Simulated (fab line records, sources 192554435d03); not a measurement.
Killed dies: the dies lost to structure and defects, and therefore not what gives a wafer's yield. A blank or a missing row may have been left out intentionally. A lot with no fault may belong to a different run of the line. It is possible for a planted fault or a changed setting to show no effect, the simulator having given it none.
Chamber matching	flow n5_finfet	rie_diel-05 running N5_BEOL_M3_DESCUM_16: 4 sister chambers
The step chemistry O2, time 7 s. 4 wafers are shown with their chamber, then 12 later ones without.

## WAFERS PAIRED WITH THEIR CHAMBERS
wafer	chamber	throttle_valve_pct (%)
L079.6	3	20.40
L087.6	0	20.14
L089.4	1	20.45
L089.6	2	20.39

## WAFERS MISSING THEIR CHAMBER
wafer	throttle_valve_pct (%)
L090.1	20.43
L090.2	20.40
L090.5	20.45
L093.1	20.44
L093.4	20.18
L093.6	20.18
L092.1	20.19
L092.3	20.41
L092.6	20.45
L096.1	20.17
L096.3	20.45
L096.5	20.45

## WHICH CHAMBER EACH ONE RAN IN
wafer	from the rows above	in truth
L090.1	can't be placed: 1 or 3 or 2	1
L090.2	can't be placed: 3 or 2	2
L090.5	1	1
L093.1	can't be placed: 1 or 3 or 2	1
L093.4	0	0
L093.6	0	0
L092.1	0	0
L092.3	can't be placed: 3 or 2 or 1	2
L092.6	1	1
L096.1	0	0
L096.3	1	1
L096.5	1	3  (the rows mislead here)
Correctly placed: 7 of 12. Cannot be placed on the basis of these rows: 4; the candidates contain the true chamber in 4. Number placed wrongly: 1.
How it was worked out, from the rows above alone: a wafer's distance from a chamber is the root of the sum, over the readings, of the square of ((its reading less the chamber's mean) divided by the reading's scatter). The wafer belongs to the nearest chamber; if the next one is less than 2 further off, it can't be placed. For every chamber, the mean is computed from those of its wafers that are shown. The scatter: root of mean squared gap, hidden wafer to nearest shown wafer, with one shown wafer a chamber.
